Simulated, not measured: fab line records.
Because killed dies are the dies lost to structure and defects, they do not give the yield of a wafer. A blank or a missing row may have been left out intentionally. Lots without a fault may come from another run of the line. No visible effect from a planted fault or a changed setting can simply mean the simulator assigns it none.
Comparing a struck lot with a sound one / flow nand harc / 18 out of 1302 route steps
Sound: these wafers, L286.1, L286.3, L286.5. Wafers struck: L292.2, L292.3, L292.5. The cause is named last.
At each step with rows: each side's tool, then ch and its chambers, then its first start. Under that, the readings that differ: sound wafers / struck wafers / difference of the means / sigmas: that difference in standard deviations of wafers without a fault.
alike: words and numbers the same on both sides, and readings whose means are apart by under 2 such deviations; not compared: readings that were withheld, readings missing a value for some wafer, numbers with overlapping values and no deviation given by the record, and bounds like >300 which may hide the same value.
The two part at a step that has a row with sigmas, a row that says differs or no value, or rows on one side only. When numbers do not overlap yet have no deviation, they are printed without sigmas and do not part them. A reading missing from all wafers of one side parts the sides only when that side holds two or more wafers.

NHARC_P_GATE_ALD_36: deposits SiNx, target thk 20 nm, pulse time 60 s, ald cycles 223.
  sound on ald sin-02 ch 0,1,2, day 5 23:13; struck on ald sin-02 ch 1,2, day 8 12:11
  alike: heater power w, precursor pulse height rel
  not compared: since wet clean h
NHARC_P_GATE_ETCHBACK_37: etches the open film in CHF3/O2, target depth 34.5 nm, time 17.2 s.
  sound on rie diel-02 ch 1,2; struck on rie diel-10 ch 0,2,3
reading=oes product au (a.u.); sound=0.93 0.93 0.93; struck=0.99 1.00 1.01; difference=+0.07; sigmas=+2
  alike: drypump motor current A, rf vpp V, showerhead plenum p Torr, throttle valve pct
  not compared: rf hours counter h
NHARC_P_GATE_STRIP_101: strips in O2, time 20 s.
  sound on rie diel-02 ch 1,2, day 6 06:43; struck on rie diel-10 ch 1,2, day 8 21:51
  alike: drypump motor current A, oes product au, rf vpp V, showerhead plenum p Torr, throttle valve pct
  not compared: rf hours counter h
then, 9 steps without rows for these wafers: NHARC_P_GATE_PRECLEAN_97 (cleans in SPM, time 600 s); NHARC_P_GATE_SRD_98; NHARC_P_GATE_PRECLEAN_99 (cleans in SC1); NHARC_P_GATE_SRD_100; NHARC_P_GATE_DEHYDRATE_38 (time 120 s); NHARC_P_GATE_HMDS_39 (time 30 s); NHARC_P_GATE_COAT_40; NHARC_P_GATE_SOFTBAKE_41 (time 95 s); NHARC_P_GATE_EBR_42.
NHARC_P_GATE_EXPOSE_43: exposes mask P NSD, target cd 720 nm.
  sound on krf scanner-02 ch 0, day 6 07:21; struck on krf scanner-02 ch 0, day 8 22:37
reading=mask; sound=P_NSD#0 P_NSD#0 P_NSD#0; struck=P_PSD#0 P_PSD#0 P_PSD#0; difference=differs; sigmas=
then, 2 steps without rows for these wafers: NHARC_P_GATE_PEB_44 (peb time 85 s); NHARC_P_GATE_DEVELOP_45 (time 70 s).
NHARC_P_GATE_CD_MEAS_46: the cd target is 720 nm.
  sound on cd sem-02 ch 0, day 6 07:31; struck on cd sem-02 ch 0, day 8 22:46
reading=cd nm (nm); sound=717.6 717.0 721.4; struck=- - -; difference=no value on the struck wafers; sigmas=
then, 1 step without rows for these wafers: NHARC_P_GATE_HARDBAKE_47 (time 80 s).
-- record jumps: 18 days between struck wafers' starts before vs after; left off in module P_GATE, resumes in module END, first step shown is number 1302 of the route --
NHARC_END_SORT_01:
  here the record holds rows for the struck wafers (prober-01 ch 0, day 27 07:31) but none for the sound ones

WHERE THEY PART
First at NHARC_P_GATE_ETCHBACK_37; last, within this record, at NHARC_END_SORT_01.

WHY: what had been put in by the simulator
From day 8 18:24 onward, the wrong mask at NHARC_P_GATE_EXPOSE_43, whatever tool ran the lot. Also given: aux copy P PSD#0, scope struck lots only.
